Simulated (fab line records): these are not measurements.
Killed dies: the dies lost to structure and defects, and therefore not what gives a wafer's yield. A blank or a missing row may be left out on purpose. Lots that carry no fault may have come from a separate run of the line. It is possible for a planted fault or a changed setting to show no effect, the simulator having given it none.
fab line records	flow nand-harc
[record] lots = 6	wafers = 18	last-day = 33
route steps=1302 shown P_CONTACT@218
lots that met no fault: taken from a fault-free run of the same line
start-h: hours from the record's first day to the start of the lot's first wafer shown	wait-h: time in hours since the lot's previous step	" repeats the value in the row above	L1.1+2: a row that stands for several wafers	- value missing, or start not given	* or withheld: withheld	< > ~ a bound
route shown NAME@n: NAME is a module with steps in the file, n the number in the route of the first one	usual: mean/standard deviation of fault-free wafers	same: alike in all rows	chamber/n: place in a boat	sites: readings site by site	_std_site: the standard deviation of these	_edge_site: inner sites' mean taken away from outer sites' mean	radius-mm: how far each site lies from the wafer's centre	mask NAME#n: copy n	behind: tool/chamber where the wafer was last shaped	hold: reason for holding the lot/hours on hold/outcome of the hold	device: whichever transistor did not switch (one of n, p or np)	end of line: the route-end tests of the same wafers	a step without rows: its recipe alone	killed: the dies lost at the first sort to structure and to defects; this is not the yield of the wafer	map: shows each die of a wafer: x if killed, . if not, _ if none is there
set.NAME: the run value of the setting; set.NAME@STEP: its run value at that earlier step	model.NAME: the simulator's own value behind a step, which no gauge read
certain route steps with their lots: each step a table, each wafer a row
services: the hour from which a tool's chamber was out of use, counted from the record's first day as start-h (under 0 if before that day), plus the number of hours and why
[[steps]]
[step NHARC_P_CONTACT_DEP_00]
[recipe] target-thk-a = 5000	temp-c = 400	pressure-torr = 6.5	rf-w = 900	teos-flow-sccm = 161.4	flow-sccm = 2650	target-thk-nm = 500	gas = O2	material = SiO2
[usual] heater-power-w = 592/140	susceptor-temp-C = 400.05/0.23	throttle-valve-pct = 15.8/0.46
lot.wafer	tool	chamber	start-h	wait-h	heater-power-w	susceptor-temp-C	throttle-valve-pct
L858.1	pecvd-02	0	-	-	402	399.99	15.8
L858.3	"	2	"	"	725	399.81	15.1
L858.6	"	0	"	"	413	400.12	15.8
L869.3	pecvd-02	2	-	-	707	399.92	15.2
L869.6	"	1	"	"	571	399.95	15.5
L869.4	"	2	"	"	747	400.09	15.1
L871.3	pecvd-02	0	-	-	481	400.29	15.2
L871.1	"	2	"	"	782	399.81	15.2
L871.5	"	0	"	"	348	400.15	15.2
L872.2	pecvd-02	1	-	-	634	400.00	15.6
L872.5	"	2	"	"	786	400.26	15.2
L872.4	"	1	"	"	663	399.90	15.8
L873.3	pecvd-02	1	-	-	644	400.13	16.0
L873.6	"	2	"	"	731	399.64	15.2
L873.4	"	0	"	"	426	400.04	15.2
L878.1	pecvd-04	2	-	-	536	399.99	16.1
L878.3	"	0	"	"	737	400.05	16.1
L878.5	"	1	"	"	459	400.04	16.9
[step NHARC_P_CONTACT_CMP_01]
[recipe] target-thk-nm = 200	material = SiO2
[usual] motor-current-A = 12.0/1.5	retaining-ring-pressure-frac = 1.000/0.0046	slurry-flow-ml-min = 150.0/0.49
lot.wafer	tool	chamber	start-h	wait-h	motor-current-A	retaining-ring-pressure-frac	slurry-flow-ml-min
L858.1	cmp-04	3	138.08	-	11.4	0.996	149.8
L858.3	"	0	"	"	14.6	0.999	149.2
L858.6	"	1	"	"	13.5	0.994	149.3
L869.3	cmp-04	1	261.10	-	14.1	1.005	149.8
L869.4	"	0	"	"	15.7	0.998	150.3
L869.6	"	2	"	"	10.5	0.999	149.6
L871.1	cmp-04	2	264.09	-	10.4	0.996	149.5
L871.3	"	3	"	"	11.6	0.994	150.3
L871.5	"	3	"	"	10.8	0.995	150.6
L872.2	cmp-03	0	273.42	-	10.4	1.002	149.8
L872.4	"	1	"	"	12.4	1.006	150.2
L872.5	"	0	"	"	10.9	1.002	149.3
L873.4	cmp-04	0	286.23	-	14.3	1.000	150.2
L873.3	"	2	"	"	11.1	0.993	150.1
L873.6	"	0	"	"	14.4	0.999	149.7
L878.1	cmp-03	2	341.65	-	9.9	1.003	149.6
L878.3	"	0	"	"	11.2	0.986	149.6
L878.5	"	1	"	"	11.4	1.001	150.0
[step NHARC_P_CONTACT_SRD_03]
[step NHARC_P_CONTACT_DEHYDRATE_04]
[recipe] temp-c = 150	time-s = 120
[step NHARC_P_CONTACT_HMDS_05]
[recipe] time-s = 30
[step NHARC_P_CONTACT_COAT_33]
[recipe] temp-c = 260	time-s = 75
[step NHARC_P_CONTACT_COAT_34]
[recipe] temp-c = 225	time-s = 65
[step NHARC_P_CONTACT_COAT_06]
[recipe] spin-rpm = 1500	resist-thk-nm = 90
[step NHARC_P_CONTACT_SOFTBAKE_07]
[recipe] temp-c = 105	time-s = 55
[step NHARC_P_CONTACT_EBR_08]
[step NHARC_P_CONTACT_EXPOSE_09]
[recipe] na = 1.35	target-cd-nm = 90	dose-mj = 81.26	mask-id = P_CA
[step NHARC_P_CONTACT_PEB_10]
[recipe] peb-temp-c = 100	peb-time-s = 65
[usual] exhaust-pa = 44.9/0.79	heater-power-total-W = 156.6/0.41	plate-temp-C = 99.98/0.11
lot.wafer	tool	chamber	start-h	wait-h	exhaust-pa	heater-power-total-W	plate-temp-C
L858.1	litho-track-01	0	138.65	0.1	44.0	156.8	100.07
L858.3	"	0	"	"	46.0	156.8	99.85
L858.6	"	0	"	"	44.0	156.7	99.89
L869.3	litho-track-01	0	261.92	0.0	45.4	156.2	99.99
L869.4	"	0	"	"	44.9	156.2	99.97
L869.6	"	0	"	"	44.6	156.4	99.78
L871.1	litho-track-01	0	264.71	0.1	45.5	165.7	104.36
L871.3	"	0	"	"	45.0	165.4	104.18
L871.5	"	0	"	"	45.4	165.6	104.25
L872.2	litho-track-01	0	274.06	0.1	45.1	165.5	104.39
L872.4	"	0	"	"	46.9	166.4	104.47
L872.5	"	0	"	"	44.3	165.6	104.48
L873.3	litho-track-04	0	286.95	0.0	44.3	156.0	100.00
L873.4	"	0	"	"	44.8	156.0	99.95
L873.6	"	0	"	"	43.4	156.9	99.95
L878.1	litho-track-06	0	342.37	0.1	44.5	157.2	99.76
L878.3	"	0	"	"	45.0	156.5	99.83
L878.5	"	0	"	"	44.1	156.0	99.78
[step NHARC_P_CONTACT_DEVELOP_11]
[recipe] develop-time-s = 35	dev-temp-c = 23
[step NHARC_P_CONTACT_CD_MEAS_12]
[recipe] target-cd-nm = 90	landing-energy-ev = 500
[usual] cd-nm = 90.1/0.94
lot.wafer	tool	chamber	start-h	wait-h	cd-nm
L858.1	cd-sem-01	0	138.73	-	91.1
L858.3	"	0	"	"	90.9
L858.6	"	0	"	"	90.0
L869.3	cd-sem-02	0	262.01	-	90.7
L869.4	"	0	"	"	91.5
L869.6	"	0	"	"	91.7
L871.1	cd-sem-03	0	264.79	-	106.0
L871.3	"	0	"	"	106.2
L871.5	"	0	"	"	106.7
L872.2	cd-sem-01	0	274.14	-	103.1
L872.4	"	0	"	"	103.0
L872.5	"	0	"	"	103.1
L873.3	cd-sem-02	0	287.03	-	90.5
L873.4	"	0	"	"	90.3
L873.6	"	0	"	"	89.5
L878.1	cd-sem-01	0	342.45	-	88.5
L878.3	"	0	"	"	88.7
L878.5	"	0	"	"	89.2
[step NHARC_P_CONTACT_OVL_MEAS_13]
[usual] overlay-x-nm = -0.1/0.84	overlay-y-nm = -0.2/0.94
lot.wafer	tool	chamber	start-h	wait-h	overlay-x-nm	overlay-y-nm
L858.1	overlay-01	-	138.82	-	1.0	0.7
L858.3	"	-	"	"	0.1	0.3
L858.6	"	-	"	"	0.0	0.4
L869.3	overlay-01	-	262.09	-	1.0	1.1
L869.4	"	-	"	"	1.1	1.0
L869.6	"	-	"	"	0.7	1.0
L871.1	overlay-02	-	264.88	-	-0.4	1.2
L871.3	"	-	"	"	-0.3	1.5
L871.5	"	-	"	"	-0.9	1.3
L872.2	overlay-02	-	274.23	-	-0.2	0.2
L872.4	"	-	"	"	-1.0	0.7
L872.5	"	-	"	"	-0.7	0.6
L873.3	overlay-01	-	287.12	-	0.0	-0.2
L873.4	"	-	"	"	-0.3	0.2
L873.6	"	-	"	"	0.4	-0.8
L878.1	overlay-01	-	342.54	-	-0.2	-1.4
L878.3	"	-	"	"	0.6	-1.9
L878.5	"	-	"	"	-0.1	-1.3
[step NHARC_P_CONTACT_INSPECT_14]
[usual] raw-defect-count = 4.2/2.4
lot.wafer	tool	chamber	start-h	wait-h	raw-defect-count
L858.1	defect-inspect-01	-	138.85	0.0	4
L858.3	"	-	"	"	3
L858.6	"	-	"	"	3
L869.3	defect-inspect-02	-	262.13	0.0	6
L869.4	"	-	"	"	4
L869.6	"	-	"	"	7
L871.1	defect-inspect-01	-	264.92	0.0	0
L871.3	"	-	"	"	0
L871.5	"	-	"	"	2
L872.2	defect-inspect-02	-	274.26	0.0	4
L872.4	"	-	"	"	4
L872.5	"	-	"	"	7
L873.3	defect-inspect-02	-	287.16	0.0	4
L873.4	"	-	"	"	2
L873.6	"	-	"	"	0
L878.1	defect-inspect-02	-	342.57	0.0	2
L878.3	"	-	"	"	9
L878.5	"	-	"	"	6
[step NHARC_P_CONTACT_DESCUM_17]
[recipe] time-s = 3	o2-flow-sccm = 200	ar-flow-sccm = 0	bias-power-w = 0	chemistry = O2
[usual] drypump-motor-current-A = 5.6/0.39	oes-product-au = 1.005/0.014	rf-vpp-V = 57.6/0.86	showerhead-plenum-p-Torr = 1.89/0.087	throttle-valve-pct = 11.311/0.0094
lot.wafer	tool	chamber	start-h	wait-h	drypump-motor-current-A	oes-product-au	rf-hours-counter-h	rf-vpp-V	showerhead-plenum-p-Torr	throttle-valve-pct	model.P_CONTACT.cd-nm
L858.1	rie-diel-08	3	138.91	0.1	5.6	0.993	6.1	59.1	2.01	11.318	90.86
L858.3	"	1	"	"	5.0	1.006	7.8	57.8	1.89	11.310	92.49
L858.6	"	3	"	"	5.7	0.989	-	59.6	2.01	11.291	89.91
L869.3	rie-diel-06	0	262.19	0.1	5.6	1.022	3.3	57.7	1.79	11.323	90.79
L869.4	"	2	"	"	5.6	1.006	3.2	56.1	1.79	11.301	91
L869.6	"	1	"	"	5.1	0.979	-	57.2	1.91	11.298	91.93
L871.3	rie-diel-11	3	265.00	0.1	6.2	1.001	0	57.3	1.86	11.317	107.1
L871.1	"	0	"	"	5.7	1.008	0	56.9	1.86	11.302	104.7
L871.5	"	2	"	"	5.2	1.001	-	57.8	1.81	11.327	106.8
L872.2	rie-diel-11	3	274.32	0.1	6.2	0.999	0.5	58.8	1.86	11.319	104.1
L872.4	"	0	"	"	5.7	1.000	0.5	57.0	1.86	11.300	102.3
L872.5	"	3	"	"	6.2	1.008	-	57.1	1.86	11.307	104.2
L873.3	rie-diel-06	0	287.23	0.1	5.6	1.001	4.0	56.1	1.79	11.311	90.78
L873.4	"	1	"	"	5.1	0.986	3.8	57.2	1.91	11.312	90.53
L873.6	"	3	"	"	5.5	1.014	-	58.2	2.03	11.318	88.85
L878.1	rie-diel-11	0	342.64	0.1	5.7	0.998	2.1	57.8	1.86	11.288	88.06
L878.3	"	1	"	"	6.5	0.980	2.0	59.0	2.05	11.321	87.56
L878.5	"	0	"	"	5.7	1.006	-	58.9	1.86	11.313	88.72
[step NHARC_P_CONTACT_ETCH_35]
[recipe] target-depth-a = 390	over-etch-frac = 0.3	time-s = 65	ion-energy-ev = 80	cf4-flow-sccm = 150	ar-flow-sccm = 0	rf-w = 300	bias-w = 100	chemistry = CF4
[usual] cf4-flow-sccm = 150.0/0.5	drypump-motor-current-A = 5.6/0.39	oes-product-au = 1.006/0.014	rf-vpp-V = 151.0/1.1	showerhead-plenum-p-Torr = 1.74/0.075	throttle-valve-pct = 13.284/0.0096
lot.wafer	tool	chamber	start-h	wait-h	cf4-flow-sccm	drypump-motor-current-A	oes-product-au	rf-hours-counter-h	rf-vpp-V	showerhead-plenum-p-Torr	throttle-valve-pct
L858.3	rie-diel-08	3	139.00	0.1	150.7	5.6	1.005	6.1	153.4	1.85	13.287
L858.1	"	1	"	"	150.7	5.0	1.007	7.8	151.8	1.75	13.276
L858.6	"	2	"	"	150.6	5.5	1.017	-	149.1	1.68	13.268
L869.3	rie-diel-06	1	262.28	0.1	150.4	5.1	0.981	3.2	150.6	1.76	13.268
L869.4	"	3	"	"	150.3	5.5	1.028	3.4	152.6	1.87	13.284
L869.6	"	0	"	"	149.5	5.6	1.009	-	148.9	1.66	13.285
L871.1	rie-diel-11	0	265.07	0.1	150.3	5.7	1.020	0.0	151.5	1.73	13.282
L871.3	"	1	"	"	150.0	6.5	0.986	0.0	151.4	1.88	13.275
L871.5	"	0	"	"	150.6	5.7	1.004	-	151.2	1.73	13.307
L872.2	rie-diel-11	2	274.41	0.1	150.6	5.2	1.006	0.3	150.7	1.68	13.282
L872.4	"	0	"	"	150.1	5.7	1.004	0.5	150.9	1.73	13.283
L872.5	"	1	"	"	149.6	6.5	0.996	-	153.7	1.88	13.271
L873.3	rie-diel-06	0	287.31	0.1	150.1	5.6	1.022	4.0	150.7	1.66	13.284
L873.4	"	1	"	"	150.0	5.1	0.974	3.8	151.5	1.76	13.291
L873.6	"	3	"	"	149.7	5.5	1.021	-	153.1	1.87	13.279
L878.3	rie-diel-11	3	342.72	0.1	150.0	6.2	0.999	2.4	150.8	1.72	13.291
L878.1	"	0	"	"	150.4	5.7	1.001	2.1	150.3	1.73	13.279
L878.5	"	3	"	"	150.5	6.2	1.005	-	150.1	1.72	13.279
[step NHARC_P_CONTACT_ETCH_36]
[recipe] target-depth-a = 2600	over-etch-frac = 0.25	time-s = 406.25	ion-energy-ev = 200	n2-flow-sccm = 150	h2-flow-sccm = 150	ar-flow-sccm = 0	rf-w = 400	bias-w = 150	chemistry = N2/H2
[usual] drypump-motor-current-A = 5.6/0.39	oes-product-au = 1.006/0.014	rf-vpp-V = 429.6/2.8	showerhead-plenum-p-Torr = 2.01/0.097	throttle-valve-pct = 14.172/0.0096
lot.wafer	tool	chamber	start-h	wait-h	drypump-motor-current-A	oes-product-au	rf-hours-counter-h	rf-vpp-V	showerhead-plenum-p-Torr	throttle-valve-pct
L858.3	rie-diel-08	3	-	-	5.7	0.991	6.2	433.4	2.14	14.187
L858.1	"	0	"	"	5.6	1.011	7.3	430.3	1.98	14.173
L858.6	"	2	"	"	5.5	1.017	-	427.1	1.93	14.184
L869.4	rie-diel-06	2	-	-	5.6	1.006	3.3	428.7	1.90	14.170
L869.3	"	3	"	"	5.6	1.035	3.5	434.3	2.17	14.175
L869.6	"	2	"	"	5.6	1.008	-	427.4	1.90	14.164
L871.3	rie-diel-11	0	-	-	5.7	1.008	0.1	426.8	1.99	14.166
L871.1	"	2	"	"	5.2	0.988	0.1	426.5	1.92	14.171
L871.5	"	0	"	"	5.7	0.994	-	429.8	1.99	14.165
L872.4	rie-diel-11	2	-	-	5.2	0.988	0.4	427.4	1.92	14.185
L872.2	"	3	"	"	6.2	0.999	0.6	428.6	1.98	14.188
L872.5	"	2	"	"	5.2	0.991	-	426.2	1.92	14.171
L873.4	rie-diel-06	3	-	-	5.5	1.032	4.1	433.3	2.17	14.176
L873.3	"	2	"	"	5.6	1.018	3.9	426.7	1.90	14.175
L873.6	"	0	"	"	5.6	1.019	-	427.6	1.90	14.177
L878.1	rie-diel-11	3	-	-	6.2	1.011	2.5	427.6	1.98	14.175
L878.3	"	1	"	"	6.5	0.997	2.1	433.1	2.18	14.168
L878.5	"	2	"	"	5.2	0.999	-	427.3	1.92	14.159
[step NHARC_P_CONTACT_ETCH_18]
[recipe] target-depth-a = 4810	time-s = 240.5	c4f8-flow-sccm = 20	o2-flow-sccm = 10	ar-flow-sccm = withheld	rf-w = 600	bias-w = 1500	chemistry = C4F8/O2/Ar
[usual] oes-product-au = 0.967/0.021	rf-vpp-V = 976/6
lot.wafer	tool	chamber	start-h	wait-h	oes-product-au	rf-hours-counter-h	rf-vpp-V
L858.1	rie-diel-08	2	-	-	0.988	7.9	970
L858.3	"	3	"	"	0.973	6.3	985
L858.6	"	1	"	"	0.974	-	976
L869.3	rie-diel-06	2	-	-	0.930	3.5	971
L869.4	"	3	"	"	0.966	3.7	985
L869.6	"	0	"	"	0.947	-	970
L871.3	rie-diel-11	3	-	-	0.976	0.3	973
L871.1	"	0	"	"	0.980	0.3	975
L871.5	"	3	"	"	0.971	-	974
L872.2	rie-diel-11	1	-	-	0.955	0.5	988
L872.4	"	3	"	"	0.972	0.8	975
L872.5	"	0	"	"	0.963	-	975
L873.3	rie-diel-06	2	-	-	0.925	4.0	970
L873.4	"	3	"	"	0.953	4.3	987
L873.6	"	3	"	"	0.948	-	987
L878.3	rie-diel-11	1	-	-	0.940	2.2	988
L878.1	"	3	"	"	0.941	2.7	975
L878.5	"	1	"	"	0.946	-	988
[step NHARC_P_CONTACT_STRIP_37]
[recipe] c4f8-flow-sccm = withheld	o2-flow-sccm = 8	ar-flow-sccm = withheld	bias-w = 0	chemistry = C4F8/O2/Ar
[step NHARC_P_CONTACT_ETCH_31]
[recipe] target-depth-a = 300	time-s = 85.7	ion-energy-ev = 120	over-etch-frac = 1	ch3f-flow-sccm = 50	o2-flow-sccm = 30	ar-flow-sccm = 200	rf-w = 500	bias-w = 100	chemistry = CH3F/O2
[usual] drypump-motor-current-A = 5.6/0.39	oes-product-au = 0.985/0.016	rf-vpp-V = 243.9/1.8	showerhead-plenum-p-Torr = 2.43/0.11	throttle-valve-pct = 20.663/0.0093
lot.wafer	tool	chamber	start-h	wait-h	drypump-motor-current-A	oes-product-au	rf-hours-counter-h	rf-vpp-V	showerhead-plenum-p-Torr	throttle-valve-pct	model.P_CONTACT.cd-nm
L858.1	rie-diel-08	1	-	-	5.0	0.996	8.2	244.9	2.43	20.645	91.2
L858.3	"	2	"	"	5.5	0.999	8.0	242.4	2.33	20.672	88.41
L858.6	"	1	"	"	5.0	1.002	-	243.3	2.43	20.673	91.82
L869.3	rie-diel-06	3	-	-	5.5	0.994	3.7	245.6	2.61	20.671	89.21
L869.4	"	0	"	"	5.6	0.985	3.6	242.3	2.30	20.659	92.2
L869.6	"	3	"	"	5.5	0.996	-	246.0	2.61	20.659	91.22
L871.3	rie-diel-11	0	-	-	5.7	0.987	0.3	244.3	2.40	20.657	104.5
L871.1	"	1	"	"	6.5	0.955	0.2	247.3	2.62	20.671	103.2
L871.5	"	0	"	"	5.7	0.974	-	244.7	2.40	20.668	105.2
L872.2	rie-diel-11	3	-	-	6.2	0.980	0.8	242.7	2.39	20.660	105.8
L872.4	"	0	"	"	5.7	0.993	0.7	243.7	2.40	20.659	102.4
L872.5	"	3	"	"	6.2	0.976	-	242.1	2.39	20.659	105.2
L873.4	rie-diel-06	0	-	-	5.6	0.976	4.3	240.8	2.30	20.663	88.17
L873.3	"	2	"	"	5.6	0.965	4.1	241.6	2.30	20.651	91.22
L873.6	"	0	"	"	5.6	0.972	-	242.8	2.30	20.665	91.36
L878.1	rie-diel-11	2	-	-	5.2	0.967	2.7	242.7	2.32	20.660	90.08
L878.3	"	3	"	"	6.2	0.968	2.7	243.6	2.39	20.666	85.06
L878.5	"	2	"	"	5.2	0.973	-	243.1	2.32	20.663	89.67
[step NHARC_P_CONTACT_CD_MEAS_19]
[usual] cd-nm = 89.3/2.1
lot.wafer	tool	chamber	start-h	wait-h	cd-nm
L858.1	cd-sem-01	-	139.78	-	91.5
L858.3	"	-	"	"	88.3
L858.6	"	-	"	"	91.7
L869.3	cd-sem-03	-	263.06	-	89.0
L869.4	"	-	"	"	92.1
L869.6	"	-	"	"	91.5
L871.1	cd-sem-02	-	265.85	-	103.5
L871.3	"	-	"	"	104.4
L871.5	"	-	"	"	105.8
L872.2	cd-sem-01	-	275.19	-	105.9
L872.4	"	-	"	"	102.2
L872.5	"	-	"	"	105.5
L873.3	cd-sem-03	-	288.09	-	91.1
L873.4	"	-	"	"	88.2
L873.6	"	-	"	"	91.5
L878.1	cd-sem-01	-	343.51	-	89.8
L878.3	"	-	"	"	84.8
L878.5	"	-	"	"	89.6
[[services]]
tool	chamber	start-h	hours	kind
rie-diel-06	2	113.68	7.4	repair
rie-diel-06	2	122.09	4.4	repair
rie-diel-08	0	125.06	8.9	repair
rie-diel-06	-	130.20	9.0	pm
rie-diel-06	1	144.44	2.4	repair
cmp-04	-	147.12	2.0	repair
litho-track-01	-	155.00	7.0	pm
rie-diel-08	2	155.93	4.1	repair
rie-diel-08	-	190.90	9.0	pm
cmp-04	-	209.00	4.0	pm
pecvd-02	-	227.00	13.0	pm
rie-diel-11	-	233.41	13.8	repair
rie-diel-11	-	255.50	9.0	pm
rie-diel-11	2	265.89	8.0	repair
cmp-04	-	270.01	2.3	repair
rie-diel-08	1	274.06	19.3	repair
rie-diel-06	-	277.15	0.7	repair
rie-diel-06	3	282.90	1.3	repair
rie-diel-08	3	286.08	7.2	repair
rie-diel-08	1	295.83	5.6	repair
cmp-04	-	307.08	4.0	pm
rie-diel-06	-	307.21	9.0	pm
rie-diel-11	1	317.03	6.1	repair
rie-diel-11	0	334.54	5.6	repair
[[key]]
[first-sign] step = NHARC_P_CONTACT_PEB_10	reading = plate-temp-C	direction = up	sigmas = 40	usual = *	struck = *
[effect] step = NHARC_P_CONTACT_PEB_10	reading = heater-power-total-W	direction = up	sigmas = 22	usual = *	struck = *
[effect] step = NHARC_P_CONTACT_CD_MEAS_12	reading = cd-nm	direction = up	sigmas = 16	usual = 90.1	struck = 104.7	through = control-loop
[effect] step = NHARC_P_CONTACT_CD_MEAS_19	reading = cd-nm	direction = up	sigmas = 7.3	usual = 89.3	struck = 104.6	through = control-loop
[model-effect] step = NHARC_P_CONTACT_DESCUM_17	value = P_CONTACT.cd-nm	without = 91.91	struck = 104.8
[model-effect] step = NHARC_P_CONTACT_ETCH_31	value = P_CONTACT.cd-nm	without = 91.43	struck = 104.4
met-at NHARC_P_CONTACT_PEB_10
struck-wafers L871.1,L871.3,L871.5,L872.2,L872.4,L872.5
sort-left-out L871.1,L871.3,L871.5,L872.2,L872.4,L872.5
tester-left-out L871,L872
[loop-trim] step = NHARC_P_CONTACT_EXPOSE_09	setting = dose	lots = L872
onset-between 261.92 264.71
[fault] kind = process-parameter-drift	tool = litho-track-01	chamber = -	onset-h = 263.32	steps = NHARC_P_CONTACT_PEB_10	channel = peb-temp-c	offset = *	shape = step	end-h = 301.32	acts-in = *	stated = *
// tester-left-out: of these lots the tester's yield and bins aren't shown, on N5 and GAA mostly nor the transistor test; their killed dies are dies lost to structure and defects alone, not to doping, threshold or leakage, so they don't give the yield
// sort-left-out: the simulated sort isn't trusted on such a fault, so these wafers' sort isn't shown, and their yield isn't known
// loop-trim: a control loop set the setting to another value than it would have without faults
